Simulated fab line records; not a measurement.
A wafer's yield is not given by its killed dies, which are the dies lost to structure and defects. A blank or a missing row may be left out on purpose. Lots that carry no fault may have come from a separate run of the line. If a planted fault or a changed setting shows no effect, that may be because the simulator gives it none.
The tool behind it: which one? || flow n5_finfet || 35 wafers from 15 lots sampled at 3 of the route's 1938 steps

== WHAT THE GAUGES READ, wafer by wafer ==
N5_FIN_SAQP_OVL_MEAS_17.
{"lot": "L298", "measured": "day 2 16:28", "on": "overlay-01", "FIN_CORE_OVL (nm)": "-0.6 1.2"}
{"lot": "L300", "measured": "day 3 06:05", "on": "overlay-01", "FIN_CORE_OVL (nm)": "-1.4 0.4"}
{"lot": "L301", "measured": "day 3 09:59", "on": "overlay-01", "FIN_CORE_OVL (nm)": "-1.2 -1.0"}
{"lot": "L302", "measured": "day 3 16:42", "on": "overlay-02", "FIN_CORE_OVL (nm)": "-1.4 -0.8"}
{"lot": "L303", "measured": "day 3 22:13", "on": "overlay-01", "FIN_CORE_OVL (nm)": "0.2 -0.1"}
{"lot": "L304", "measured": "day 4 04:08", "on": "overlay-01", "FIN_CORE_OVL (nm)": "-0.1 0.9"}
{"lot": "L308", "measured": "day 5 04:34", "on": "overlay-01", "FIN_CORE_OVL (nm)": "0.1 -1.4"}
{"lot": "L309", "measured": "day 5 09:48", "on": "overlay-01", "FIN_CORE_OVL (nm)": "0.8 0.4"}
{"lot": "L311", "measured": "day 5 22:29", "on": "overlay-01", "FIN_CORE_OVL (nm)": "0.4 -0.3 0.2"}
{"lot": "L312", "measured": "day 6 03:29", "on": "overlay-02", "FIN_CORE_OVL (nm)": "-0.5 1.1"}
{"lot": "L313", "measured": "day 6 09:40", "on": "overlay-01", "FIN_CORE_OVL (nm)": "1.0 -0.4"}
{"lot": "L314", "measured": "day 6 15:30", "on": "overlay-01", "FIN_CORE_OVL (nm)": "-0.9 -1.2 -0.1"}
{"lot": "L316", "measured": "day 7 04:14", "on": "overlay-01", "FIN_CORE_OVL (nm)": "4.7 5.0 4.8"}
{"lot": "L317", "measured": "day 7 09:32", "on": "overlay-01", "FIN_CORE_OVL (nm)": "5.1 6.2 5.2"}
{"lot": "L318", "measured": "day 7 19:35", "on": "overlay-01", "FIN_CORE_OVL (nm)": "4.3 4.5 4.6"}

== TOOL THAT RAN EACH LOT (tool first, then ch and the chambers of the sampled wafers, then the start) ==
{"lot": "L298", "N5_FIN_SAQP_PECVD_47": "pecvd-02 ch 0,1, day 2 15:47", "N5_FIN_SAQP_EXPOSE_13": "arfi_scanner-03 ch 0, day 2 16:19"}
{"lot": "L300", "N5_FIN_SAQP_PECVD_47": "pecvd-02 ch 1,2, day 3 04:10", "N5_FIN_SAQP_EXPOSE_13": "arfi_scanner-02 ch 0, day 3 05:55"}
{"lot": "L301", "N5_FIN_SAQP_PECVD_47": "pecvd-01 ch 2, day 3 09:16", "N5_FIN_SAQP_EXPOSE_13": "arfi_scanner-01 ch 0, day 3 09:50"}
{"lot": "L302", "N5_FIN_SAQP_PECVD_47": "pecvd-01 ch 2, day 3 16:00", "N5_FIN_SAQP_EXPOSE_13": "arfi_scanner-03 ch 0, day 3 16:32"}
{"lot": "L303", "N5_FIN_SAQP_PECVD_47": "pecvd-01 ch 1,2, day 3 21:39", "N5_FIN_SAQP_EXPOSE_13": "arfi_scanner-03 ch 0, day 3 22:03"}
{"lot": "L304", "N5_FIN_SAQP_PECVD_47": "pecvd-04 ch 0,1, day 4 03:28", "N5_FIN_SAQP_EXPOSE_13": "arfi_scanner-01 ch 0, day 4 03:59"}
{"lot": "L308", "N5_FIN_SAQP_PECVD_47": "pecvd-04 ch 0,2, day 5 03:53", "N5_FIN_SAQP_EXPOSE_13": "arfi_scanner-01 ch 0, day 5 04:25"}
{"lot": "L309", "N5_FIN_SAQP_PECVD_47": "pecvd-02 ch 1, day 5 09:06", "N5_FIN_SAQP_EXPOSE_13": "arfi_scanner-03 ch 0, day 5 09:38"}
{"lot": "L311", "N5_FIN_SAQP_PECVD_47": "pecvd-04 ch 0,1, day 5 21:55", "N5_FIN_SAQP_EXPOSE_13": "arfi_scanner-03 ch 0, day 5 22:19"}
{"lot": "L312", "N5_FIN_SAQP_PECVD_47": "pecvd-01 ch 1,2, day 6 02:47", "N5_FIN_SAQP_EXPOSE_13": "arfi_scanner-01 ch 0, day 6 03:19"}
{"lot": "L313", "N5_FIN_SAQP_PECVD_47": "pecvd-02 ch 1,2, day 6 08:56", "N5_FIN_SAQP_EXPOSE_13": "arfi_scanner-03 ch 0, day 6 09:30"}
{"lot": "L314", "N5_FIN_SAQP_PECVD_47": "pecvd-04 ch 0,2, day 6 14:55", "N5_FIN_SAQP_EXPOSE_13": "arfi_scanner-03 ch 0, day 6 15:20"}
{"lot": "L316", "N5_FIN_SAQP_PECVD_47": "pecvd-02 ch 0,1, day 7 03:40", "N5_FIN_SAQP_EXPOSE_13": "arfi_scanner-01 ch 0, day 7 04:05"}
{"lot": "L317", "N5_FIN_SAQP_PECVD_47": "pecvd-02 ch 0,1,2, day 7 08:59", "N5_FIN_SAQP_EXPOSE_13": "arfi_scanner-01 ch 0, day 7 09:23"}
{"lot": "L318", "N5_FIN_SAQP_PECVD_47": "pecvd-04 ch 0,1, day 7 19:01", "N5_FIN_SAQP_EXPOSE_13": "arfi_scanner-01 ch 0, day 7 19:25"}
- N5_FIN_SAQP_PECVD_47: deposits a-Si from SiH4/He, target thk 45 nm, time 36.3 s.
- N5_FIN_SAQP_EXPOSE_13: exposes mask FIN CORE, target cd 35.6 nm.

== WHAT THE TOOLS THEMSELVES READ (means of the sampled wafers that have a number; where no wafer has one, the mark that the record gives instead) ==
N5_FIN_SAQP_PECVD_47.
{"lot": "L298", "tool": "pecvd-02", "heater_power_w (W)": 951, "showerhead_plenum_p_Torr (Torr)": 5.67, "showerhead_vpp_V (V)": 632, "throttle_valve_pct (%)": 18.6}
{"lot": "L300", "tool": "pecvd-02", "heater_power_w (W)": 850, "showerhead_plenum_p_Torr (Torr)": 5.63, "showerhead_vpp_V (V)": 650, "throttle_valve_pct (%)": 18.8}
{"lot": "L301", "tool": "pecvd-01", "heater_power_w (W)": 799, "showerhead_plenum_p_Torr (Torr)": 5.66, "showerhead_vpp_V (V)": 545, "throttle_valve_pct (%)": 17.9}
{"lot": "L302", "tool": "pecvd-01", "heater_power_w (W)": 802, "showerhead_plenum_p_Torr (Torr)": 5.67, "showerhead_vpp_V (V)": 548, "throttle_valve_pct (%)": 17.8}
{"lot": "L303", "tool": "pecvd-01", "heater_power_w (W)": 820, "showerhead_plenum_p_Torr (Torr)": 5.67, "showerhead_vpp_V (V)": 560, "throttle_valve_pct (%)": 18.4}
{"lot": "L304", "tool": "pecvd-04", "heater_power_w (W)": 820, "showerhead_plenum_p_Torr (Torr)": 5.67, "showerhead_vpp_V (V)": 636, "throttle_valve_pct (%)": 18.4}
{"lot": "L308", "tool": "pecvd-04", "heater_power_w (W)": 791, "showerhead_plenum_p_Torr (Torr)": 5.62, "showerhead_vpp_V (V)": 654, "throttle_valve_pct (%)": 18.2}
{"lot": "L309", "tool": "pecvd-02", "heater_power_w (W)": 884, "showerhead_plenum_p_Torr (Torr)": 5.62, "showerhead_vpp_V (V)": 647, "throttle_valve_pct (%)": 18.4}
{"lot": "L311", "tool": "pecvd-04", "heater_power_w (W)": 770, "showerhead_plenum_p_Torr (Torr)": 5.64, "showerhead_vpp_V (V)": 642, "throttle_valve_pct (%)": 18.5}
{"lot": "L312", "tool": "pecvd-01", "heater_power_w (W)": 894, "showerhead_plenum_p_Torr (Torr)": 5.67, "showerhead_vpp_V (V)": 560, "throttle_valve_pct (%)": 18.3}
{"lot": "L313", "tool": "pecvd-02", "heater_power_w (W)": 796, "showerhead_plenum_p_Torr (Torr)": 5.62, "showerhead_vpp_V (V)": 653, "throttle_valve_pct (%)": 18.7}
{"lot": "L314", "tool": "pecvd-04", "heater_power_w (W)": 747, "showerhead_plenum_p_Torr (Torr)": 5.62, "showerhead_vpp_V (V)": 663, "throttle_valve_pct (%)": 18.3}
{"lot": "L316", "tool": "pecvd-02", "heater_power_w (W)": 886, "showerhead_plenum_p_Torr (Torr)": 5.67, "showerhead_vpp_V (V)": 625, "throttle_valve_pct (%)": 18.5}
{"lot": "L317", "tool": "pecvd-02", "heater_power_w (W)": 807, "showerhead_plenum_p_Torr (Torr)": 5.64, "showerhead_vpp_V (V)": 641, "throttle_valve_pct (%)": 18.6}
{"lot": "L318", "tool": "pecvd-04", "heater_power_w (W)": 900, "showerhead_plenum_p_Torr (Torr)": 5.68, "showerhead_vpp_V (V)": 633, "throttle_valve_pct (%)": 18.2}

== THE ANSWER, worked out from the rows above alone ==
Rule: usual is defined by the lots themselves. Put in order of their means at a reading, lots are off if they are a third of the lots or fewer, leave a main group of 4 or more, and stand apart from it by a gap of 3 or more times the standard deviation of the main group's means; of several such gaps the widest counts. Not used: any main group whose means are identical at the precision the tables above print for the reading. A lot without any number at a reading at which 4 lots or more have one is off too. Where the step has rows for the other lots, those lots are counted as sound. Order of review: gauges by route order, followed by the tools' own readings, for which a lot's mean as printed above is used. At the first step where some lot is off, the reading lying furthest off is the one used; lots without a number count as furthest.
Off: at N5_FIN_SAQP_OVL_MEAS_17 (FIN_CORE_OVL), L316, L317, L318. The main group has a mean of -0.2 nm with a standard deviation of 0.58.
A tool fits if, at a process step before that reading, it ran every lot that is off, and no sound lot after the first of them. Gauges at N5_FIN_SAQP_OVL_MEAS_17: tried the same way as those tools. Undecided on this evidence; 2 tools fit (arfi_scanner-01 at N5_FIN_SAQP_EXPOSE_13, overlay-01 at N5_FIN_SAQP_OVL_MEAS_17).

== WHAT THE SIMULATOR PUT IN ==
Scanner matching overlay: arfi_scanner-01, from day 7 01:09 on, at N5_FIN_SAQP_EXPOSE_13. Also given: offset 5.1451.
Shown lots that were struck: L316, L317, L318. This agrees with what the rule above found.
